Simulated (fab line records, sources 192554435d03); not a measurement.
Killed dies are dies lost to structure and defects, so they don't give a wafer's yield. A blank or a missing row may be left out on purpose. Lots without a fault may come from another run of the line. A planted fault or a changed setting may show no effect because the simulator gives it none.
Which tool did it? | flow n5_finfet | 12 lots, 36 wafers sampled, at 6 steps of a route of 1938

WHAT THE GAUGES READ, wafer by wafer
N5_BEOL_M2_CD_MEAS_35: target cd 18 nm, target cd y 22.2 nm.
lot  | measured     | on        | cd_nm (nm)
L076 | day 8 02:07  | cd_sem-02 | 18.1 18.5 18.6
L075 | day 8 07:08  | cd_sem-01 | 17.4 17.5 17.6
L079 | day 8 14:15  | cd_sem-02 | 18.4 17.9 18.2
L081 | day 9 00:40  | cd_sem-02 | 18.2 17.6 17.7
L083 | day 9 08:10  | cd_sem-03 | 18.2 18.0 18.5
L086 | day 10 20:35 | cd_sem-02 | 18.5 17.6 18.3
L087 | day 11 11:24 | cd_sem-01 | 18.5 18.0 18.5
L089 | day 11 15:12 | cd_sem-03 | 17.6 18.1 18.3
L091 | day 11 23:40 | cd_sem-01 | 19.0 18.1 18.5
L093 | day 12 05:56 | cd_sem-01 | 17.7 17.7 17.6
L095 | day 12 19:28 | cd_sem-03 | 18.0 18.2 17.4
L097 | day 13 12:10 | cd_sem-01 | 18.4 17.9 17.8

WHICH TOOL RAN EACH LOT (tool, then ch and the chambers of the sampled wafers, then the start)
lot  | N5_BEOL_M1_DEP_57               | N5_BEOL_M2_HM_DEP_02         | N5_BEOL_M2_ETCH_74                 | N5_BEOL_M2_ETCH_77                 | N5_BEOL_M2_ETCHBACK_99
L076 | pecvd-04 ch 0,1, day 7 11:34    | pvd_sputter-01, day 7 12:17  | rie_diel-03 ch 1,2, day 7 12:58    | rie_diel-02 ch 0,1, day 7 14:06    | rie_diel-03 ch 1,2,3, day 8 01:34
L075 | pecvd-03 ch 0,1, day 7 12:47    | pvd_sputter-03, day 7 15:06  | rie_diel-06 ch 0,2,3, day 7 15:47  | rie_diel-06 ch 0,2, day 7 16:58    | rie_diel-06 ch 1,3, day 8 06:34
L079 | pecvd-02 ch 1,2, day 7 17:43    | pvd_sputter-02, day 7 18:03  | rie_diel-03 ch 0,1, day 7 18:36    | rie_diel-02 ch 1,2,3, day 7 19:40  | rie_diel-03 ch 1,2, day 8 13:42
L081 | pecvd-03 ch 1,2, day 8 17:14    | pvd_sputter-03, day 8 18:53  | rie_diel-02 ch 0,1,3, day 8 19:28  | rie_diel-02 ch 0,1, day 8 20:20    | rie_diel-06 ch 1,3, day 9 00:07
L083 | pecvd-02 ch 1,2, day 9 01:39    | pvd_sputter-02, day 9 04:02  | rie_diel-03 ch 0,2,3, day 9 04:36  | rie_diel-02 ch 2,3, day 9 05:36    | rie_diel-02 ch 0,1,2, day 9 07:37
L086 | pecvd-04 ch 1,2, day 9 20:26    | pvd_sputter-02, day 9 21:28  | rie_diel-06 ch 0,1,2, day 9 22:11  | rie_diel-02 ch 0,1,2, day 9 23:04  | rie_diel-02 ch 1,3, day 10 20:02
L087 | pecvd-03 ch 0,1,2, day 10 07:59 | pvd_sputter-03, day 10 08:18 | rie_diel-03 ch 0,1,3, day 10 08:54 | rie_diel-02 ch 0,1, day 10 10:48   | rie_diel-02 ch 0,1,3, day 11 10:50
L089 | pecvd-04 ch 0,2, day 11 08:53   | pvd_sputter-02, day 11 09:11 | rie_diel-02 ch 0,1,3, day 11 09:47 | rie_diel-06 ch 1,2,3, day 11 11:25 | rie_diel-06 ch 0,1,2, day 11 14:38
L091 | pecvd-03 ch 0,1, day 11 12:34   | pvd_sputter-02, day 11 14:58 | rie_diel-03 ch 0,1,2, day 11 15:33 | rie_diel-06 ch 1,2,3, day 11 16:35 | rie_diel-03 ch 0,1, day 11 23:07
L093 | pecvd-02 ch 0,2, day 11 19:44   | pvd_sputter-03, day 11 21:25 | rie_diel-02 ch 0,1,2, day 11 22:05 | rie_diel-06 ch 2,3, day 11 23:06   | rie_diel-02 ch 2,3, day 12 05:23
L095 | pecvd-04 ch 0,1,2, day 12 10:15 | pvd_sputter-01, day 12 11:09 | rie_diel-02 ch 0,1,2, day 12 11:43 | rie_diel-03 ch 0,1,3, day 12 12:35 | rie_diel-03 ch 1,2,3, day 12 18:55
L097 | pecvd-04 ch 1,2, day 12 14:41   | pvd_sputter-03, day 12 15:00 | rie_diel-06 ch 0,1, day 12 15:41   | rie_diel-06 ch 1,2, day 12 16:41   | rie_diel-03 ch 0,2,3, day 13 11:37
- N5_BEOL_M1_DEP_57: deposits SiCN from 3MS/NH3, target thk 8 nm, time 14 s.
- N5_BEOL_M2_HM_DEP_02: deposits TiN, target thk 20 nm.
- N5_BEOL_M2_ETCH_74: etches underlayer in N2/H2, target depth 6.5 nm, time 5.2 s.
- N5_BEOL_M2_ETCH_77: etches underlayer in N2/H2, target depth 6.5 nm, time 5.2 s.
- N5_BEOL_M2_ETCHBACK_99: etches SiO2 in CHF3, target depth 5 nm, time 10.4 s.

THE ANSWER, worked out from the rows above alone
Rule: what is usual is taken from the lots themselves. Put in order of their means at a reading, lots are off if they are a third of the lots or fewer, leave a main group of 4 or more, and stand apart from it by a gap of 3 or more times the standard deviation of the main group's means; of several such gaps the widest counts. A main group whose means are all the same, to the digits that the tables above print for the reading, isn't used. A lot without any number at a reading at which 4 lots or more have one is off too. The other lots that the step has rows for count as sound.
No lot is off at any reading shown: from this, nothing can be told.

WHAT THE SIMULATOR HAD PUT IN
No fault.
